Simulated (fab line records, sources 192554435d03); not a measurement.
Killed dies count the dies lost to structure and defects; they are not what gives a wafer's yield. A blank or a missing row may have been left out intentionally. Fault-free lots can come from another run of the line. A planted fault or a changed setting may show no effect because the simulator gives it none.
Chamber matching ; flow n5Finfet ; pecvd-02 running N5_BEOL_M10_PECVD_70: 3 sister chambers
The step deposits SiO2 from TEOS/O2, target thk 20 nm, time 22.7 s. 3 wafers are shown with their chamber, then 8 later ones without.

== WAFERS, EACH WITH ITS CHAMBER ==
wafer;chamber;showerheadPlenumPTorr (Torr)
L084.2;0;8.79
L084.5;1;8.77
L085.3;2;8.62

== WAFERS WITH NO CHAMBER GIVEN ==
wafer;showerheadPlenumPTorr (Torr)
L085.4;8.74
L085.5;8.79
L093.2;8.77
L093.3;8.79
L093.5;8.76
L095.1;8.79
L095.3;8.79
L095.6;8.81

== CHAMBER TAKEN BY EACH ==
wafer;from the rows above;in truth
L085.4;can't be placed: 1 or 0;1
L085.5;can't be placed: 0 or 1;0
L093.2;can't be placed: 1 or 0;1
L093.3;can't be placed: 0 or 1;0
L093.5;can't be placed: 1 or 0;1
L095.1;can't be placed: 0 or 1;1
L095.3;can't be placed: 0 or 1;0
L095.6;can't be placed: 0 or 1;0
Correctly placed: 0 of 8. Not placeable from these rows: 8 (in 8, the candidates include the true chamber). 0 placed wrongly.
How it was worked out, from the rows above alone: a wafer's distance from a chamber is the root of the sum, over the readings, of the square of ((its reading less the chamber's mean) divided by the reading's scatter). The wafer belongs to the nearest chamber; if the next one is less than 2 further off, it can't be placed. For every chamber, the mean is computed from those of its wafers that are shown. The scatter: with one shown wafer a chamber, the root of the mean of the squares of how far each hidden wafer lies from its nearest shown one.
